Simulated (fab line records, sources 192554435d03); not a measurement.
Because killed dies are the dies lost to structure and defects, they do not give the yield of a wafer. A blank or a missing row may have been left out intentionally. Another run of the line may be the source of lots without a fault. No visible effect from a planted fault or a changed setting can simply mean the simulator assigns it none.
Which of the tools did it? -- flow n5-finfet -- 29 wafers from 10 lots sampled at 5 of the route's 1938 steps

== WHAT THE GAUGES SHOWED, per wafer ==
Not one reading of a measure or inspect step in the record can be checked against a usual standard deviation.

== TOOL THAT RAN EACH LOT (tool first, then ch and the chambers of the sampled wafers, then the start) ==
lot,N5_BEOL_M4_DEP_57,N5_BEOL_M5_ETCH_61,N5_BEOL_M5_STRIP_64,N5_BEOL_M5_STRIP_19,N5_PASSIVATION_PROBE_49
L262,"pecvd-02 ch 1,2, day 8 08:05","rie-diel-02 ch 0,1,3, day 8 10:49","rie-diel-02 ch 0,1,3, day 8 10:59","rie-diel-06 ch 1,2, day 8 11:08",-
L263,"pecvd-01 ch 1,2, day 8 23:45","rie-diel-03 ch 0,1,2, day 9 02:33","rie-diel-03 ch 0,1,2, day 9 02:42","rie-diel-06 ch 1,2,3, day 9 02:52",-
L264,"pecvd-02 ch 0,1,2, day 9 03:47","rie-diel-02 ch 0,1,3, day 9 06:57","rie-diel-02 ch 0,1,3, day 9 07:06","rie-diel-02 ch 0,2,3, day 9 07:15",-
L267,"pecvd-02 ch 0,1, day 9 21:39","rie-diel-02 ch 0,1,2, day 10 01:38","rie-diel-02 ch 0,1,2, day 10 01:48","rie-diel-06 ch 0,1,2, day 10 01:58",-
L268,"pecvd-04 ch 0,1,2, day 9 22:16","rie-diel-02 ch 1,2,3, day 10 01:58","rie-diel-02 ch 1,2,3, day 10 02:08","rie-diel-06 ch 0,2,3, day 10 02:18","prober-02, day 14 01:34"
L270,"pecvd-04 ch 0,1, day 10 05:10","rie-diel-06 ch 0,1,3, day 10 07:37","rie-diel-06 ch 0,1,3, day 10 07:47","rie-diel-06 ch 0,1,2, day 10 07:56",-
L272,"pecvd-04 ch 1, day 11 05:55","rie-diel-02 ch 1,2, day 11 09:05","rie-diel-02 ch 1,2, day 11 09:15","rie-diel-06 ch 1,3, day 11 09:24",-
L276,"pecvd-02 ch 0,1, day 12 11:53","rie-diel-03 ch 0,2, day 12 15:19","rie-diel-03 ch 0,2, day 12 15:28","rie-diel-02 ch 0,2,3, day 12 15:38",-
L277,"pecvd-04 ch 0,1,2, day 12 15:04","rie-diel-06 ch 0,1, day 12 18:30","rie-diel-06 ch 0,1, day 12 18:40","rie-diel-02 ch 1,2, day 12 18:49",-
L283,"pecvd-04 ch 0,1,2, day 13 18:28","rie-diel-02 ch 1,3, day 13 22:49","rie-diel-02 ch 1,3, day 13 22:58","rie-diel-03 ch 0,1,2, day 13 23:13",-
- N5_BEOL_M4_DEP_57: deposits SiCN from 3MS/NH3, target thk 8 nm, time 14 s.
- N5_BEOL_M5_ETCH_61: etches SiARC in CF4, target depth 15.6 nm, time 26 s.
- N5_BEOL_M5_STRIP_64: strips in CF4.
- N5_BEOL_M5_STRIP_19: strips in O2.
- N5_PASSIVATION_PROBE_49

== AS READ BY THE TOOLS THEMSELVES (means over the sampled wafers that have a number; for cases with no such wafer, the mark the record gives instead) ==
N5_BEOL_M4_DEP_57. Usual: showerhead-plenum-p-Torr 3.662 Torr, standard deviation 0.012; throttle-valve-pct 9.2 %, standard deviation 0.52.
lot,tool,showerhead-plenum-p-Torr (Torr),throttle-valve-pct (%),flag
L262,pecvd-02,3.656,9.7,
L263,pecvd-01,3.662,8.8,
L264,pecvd-02,3.662,9.4,
L267,pecvd-02,3.671,8.8,
L268,pecvd-04,3.660,9.3,
L270,pecvd-04,3.657,9.7,
L272,pecvd-04,3.670,9.4,
L276,pecvd-02,3.666,8.9,
L277,pecvd-04,3.661,9.3,
L283,pecvd-04,3.660,9.3,

N5_BEOL_M5_ETCH_61. Usual: drypump-motor-current-A is 5.9 A with standard deviation 0.47, etch-rf-on-time-s is 26.4 s with standard deviation 0.92, mfc-ar-sccm is 100.00 sccm with standard deviation 0.29, oes-product-au is 0.70 a.u. with standard deviation 0.081, rf-vpp-V is 184.0 V with standard deviation 1.1, showerhead-plenum-p-Torr is 2.14 Torr with standard deviation 0.057, and throttle-valve-pct is 15.56 % with standard deviation 0.29.
lot,tool,drypump-motor-current-A (A),etch-rf-on-time-s (s),mfc-ar-sccm (sccm),oes-product-au (a.u.),rf-vpp-V (V),showerhead-plenum-p-Torr (Torr),throttle-valve-pct (%),flag
L262,rie-diel-02,6.1,26.6,100.01,0.66,183.8,2.16,15.46,
L263,rie-diel-03,6.1,26.2,99.98,0.75,183.5,2.11,15.45,
L264,rie-diel-02,6.1,26.7,99.82,0.66,184.0,2.16,15.47,
L267,rie-diel-02,6.3,22.8,99.90,0.77,184.6,2.16,15.50,OFF
L268,rie-diel-02,6.0,22.6,100.01,0.84,183.5,2.12,15.46,OFF
L270,rie-diel-06,5.6,25.3,99.86,0.74,185.0,2.18,15.50,
L272,rie-diel-02,6.3,15.9,99.72,1.00,183.6,2.13,15.49,OFF
L276,rie-diel-03,6.5,26.3,100.00,0.75,184.9,2.14,15.28,
L277,rie-diel-06,5.8,24.7,99.98,0.72,184.9,2.14,15.69,
L283,rie-diel-02,6.1,26.7,100.04,0.66,184.0,2.13,15.49,

N5_BEOL_M5_STRIP_64. Usual: drypump-motor-current-A 5.9 A, standard deviation 0.47; oes-product-au 0.81 a.u., standard deviation 0.087; rf-vpp-V 271.0 V, standard deviation 1.4; showerhead-plenum-p-Torr 1.80 Torr, standard deviation 0.046; throttle-valve-pct 13.5 %, standard deviation 0.32.
lot,tool,drypump-motor-current-A (A),oes-product-au (a.u.),rf-vpp-V (V),showerhead-plenum-p-Torr (Torr),throttle-valve-pct (%),flag
L262,rie-diel-02,6.0,0.77,272.2,1.82,13.5,
L263,rie-diel-03,6.2,0.87,271.0,1.77,13.4,
L264,rie-diel-02,6.0,0.77,270.8,1.82,13.5,
L267,rie-diel-02,6.3,0.80,271.6,1.82,13.5,
L268,rie-diel-02,6.0,0.85,271.1,1.78,13.4,
L270,rie-diel-06,5.6,0.85,271.1,1.82,13.4,
L272,rie-diel-02,6.4,0.84,270.9,1.79,13.5,
L276,rie-diel-03,6.5,0.88,270.4,1.79,13.3,
L277,rie-diel-06,5.9,0.81,270.7,1.79,13.7,
L283,rie-diel-02,6.2,0.77,270.1,1.79,13.5,

N5_BEOL_M5_STRIP_19. Usual: drypump-motor-current-A 5.8 A, standard deviation 0.47; oes-product-au 0.83 a.u., standard deviation 0.089; rf-vpp-V 3.7 V, standard deviation 0.51; showerhead-plenum-p-Torr 2.11 Torr, standard deviation 0.067; temp-c 40.00 C, standard deviation 0.12; throttle-valve-pct 16.64 %, standard deviation 0.24.
lot,tool,drypump-motor-current-A (A),oes-product-au (a.u.),rf-vpp-V (V),showerhead-plenum-p-Torr (Torr),temp-c (C),throttle-valve-pct (%),flag
L262,rie-diel-06,5.4,0.82,3.3,2.08,40.04,16.77,
L263,rie-diel-06,5.4,0.87,3.7,2.13,40.04,16.61,
L264,rie-diel-02,5.9,0.84,3.6,2.09,40.02,16.49,
L267,rie-diel-06,5.6,0.84,3.7,2.09,40.04,16.77,
L268,rie-diel-06,5.6,0.82,3.2,2.15,40.04,16.80,
L270,rie-diel-06,5.7,0.84,3.6,2.09,39.90,16.78,
L272,rie-diel-06,5.5,0.90,3.6,2.14,39.89,16.46,
L276,rie-diel-02,5.9,0.80,4.4,2.08,39.91,16.54,
L277,rie-diel-02,6.4,0.82,3.1,2.09,40.05,16.55,
L283,rie-diel-03,6.2,0.83,3.9,2.05,40.08,16.58,

N5_PASSIVATION_PROBE_49. Usual: defect-limited-yield 91.1 %, standard deviation 1.6; killed_at_M0_to_M3 35, standard deviation 11; killed_at_M4_up 13, standard deviation 5.4; killed-at-contacts 13, standard deviation 6.5; killed-at-front-end 40, standard deviation 14; killed-at-other 4, standard deviation 3.1; killed-dies 105, standard deviation 18; killed-open 69, standard deviation 14; killed-short 34, standard deviation 7.3; sort_bin_5_function 5.2 %, standard deviation 0.96; sort_bin_6_memory 3.4 %, standard deviation 0.77; sort_bin_8_speed 0.02 %, standard deviation 0.13; sort-n-pass 1075, standard deviation 19.
lot,tool,defect-limited-yield (%),killed_at_M0_to_M3,killed_at_M4_up,killed-at-contacts,killed-at-front-end,killed-at-other,killed-dies,killed-open,killed-short,sort_bin_5_function (%),sort_bin_6_memory (%),sort_bin_8_speed (%),sort-n-pass,flag
L268,prober-02,91.1,39,4,6,51,5,105,67,35,4.9,3.6,0.00,1075,

== THE ANSWER, worked out from the rows above alone ==
Rule: a lot counts as off when the mean over its wafers that have a number is more than 3 standard deviations away from the usual mean. Also off: a lot with no number at a reading for which 4 or more lots have one. Any other lot the step has rows for is counted as sound. After the gauges, taken in route order, come the tools' own readings; for these a lot's mean is taken, as printed above. The first step at which some lot is off is used, and at that step the reading that is off furthest; a lot without a number counts as furthest.
Off: L267, L268, L272 (N5_BEOL_M5_ETCH_61, etch-rf-on-time-s).
If a tool, at that step or one of the process steps before it, ran each lot that is off and ran no sound lot following the first of them, it fits. None of those tried fits.

== WHAT THE SIMULATOR HAD INSERTED ==
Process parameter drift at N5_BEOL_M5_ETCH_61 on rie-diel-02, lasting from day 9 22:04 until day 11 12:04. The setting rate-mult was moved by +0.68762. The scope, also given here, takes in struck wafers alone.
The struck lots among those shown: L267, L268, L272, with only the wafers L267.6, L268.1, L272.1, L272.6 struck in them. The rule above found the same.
